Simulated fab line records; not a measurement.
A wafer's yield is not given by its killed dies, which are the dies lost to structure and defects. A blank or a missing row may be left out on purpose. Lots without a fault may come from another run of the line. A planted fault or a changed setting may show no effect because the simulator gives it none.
Problem report in the 8D (eight disciplines) form, filled by code || flow n5_finfet || the parts of the form that need people (team, actions taken, sign-off) are left out

## 1. PROBLEM STATEMENT
Mean of exposure_dose_mJ_cm2 at N5_WELL_APT_EXPOSE_05: 19.925 across 6 wafers in 2 lots; on wafers with no fault it is 20.287 (standard deviation 0.025). That is -14 standard deviations from the usual mean.
The step: exposes mask NWELL, defocus 0 nm, target cd 200 nm.
Seen first at day 4 01:31 on krf_scanner-01, wafer L447.1. The record has a number at this step for 18 wafers belonging to 6 lots. Rule for "out", or "out of limits": more than 4 standard deviations from the usual mean. Any other wafer with a number is counted as sound.

## 2. WHAT IT IS; WHAT IT IS NOT
{"question": "which readings at this step", "is": "exposure_dose_mJ_cm2", "is not": "-"}
{"question": "which lots", "is": "L447, L448", "is not": "L439, L449, L453, L455"}
{"question": "which wafers of those lots", "is": "all that have a number", "is not": "-"}
{"question": "read on which tools", "is": "krf_scanner-01", "is not": "krf_scanner-02"}
{"question": "when", "is": "from day 4 01:31", "is not": "up to then (3 sound wafers); but 9 sound wafers of L449, L453, L455 came after"}

## 3. THE SUSPECTS, EACH WITH WHAT RULES IT OUT
Counting: a tool at a process step up to the reading stays a suspect if it ran every lot that is out and no sound lot after the first of them.
- plasma_asher-01 at N5_ZERO_LAYER_STRIP_24 (strips in O2): ruled out as a lasting fault. Following L447 (day 4 00:54), the first lot on it that is out, the sound lots L449, L453, L455 were run on it.
- krf_scanner-01 at N5_WELL_APT_EXPOSE_05 (exposes mask NWELL, defocus 0 nm, target cd 200 nm): kept. All lots that are out passed through it, beginning with L447 at day 4 01:31, and no sound lot followed; its final sound lot before that point was L439 at day 2 01:31. Its own exposure_dose_mJ_cm2 readings are out on those wafers.
Remaining after the count: krf_scanner-01 at N5_WELL_APT_EXPOSE_05.

## 4. THE CAUSE (what the simulator had put in)
Process parameter drift: krf_scanner-01, from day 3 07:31 on, at N5_WELL_APT_EXPOSE_05. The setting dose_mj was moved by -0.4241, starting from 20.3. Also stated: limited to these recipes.
After counting, this tool was the only one left.

## 5. THE CHAIN OF EFFECTS, in route order
Each row: a reading whose mean over the struck wafers that have a number lies more than 3 standard deviations from the usual. Only readings whose record carries a usual standard deviation are examined. hours: median over the lots of the time between each lot's start at the first step of this table that gives one and its start at this step. sigmas: the change, counted in usual standard deviations.
{"hours": 0, "step": "N5_WELL_APT_EXPOSE_05", "reading": "exposure_dose_mJ_cm2", "usual": 20.287, "on struck wafers": 19.925, "change": -0.362, "sigmas": -14}
It contains these process steps:
- N5_WELL_APT_EXPOSE_05: exposes mask NWELL, defocus 0 nm, target cd 200 nm.
Later measuring or inspecting steps at which every struck wafer that the step has a row for has a number for every such reading, and none has moved that far: N5_WELL_APT_CD_MEAS_08, N5_WELL_APT_OVL_MEAS_09, N5_WELL_APT_INSPECT_10, N5_BEOL_M4_RC_MEAS_101.

## 6. WHAT WOULD HAVE CAUGHT IT SOONER
First out-of-limits reading in this record: day 4 01:31, which is 18 hours after fault onset at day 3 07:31.
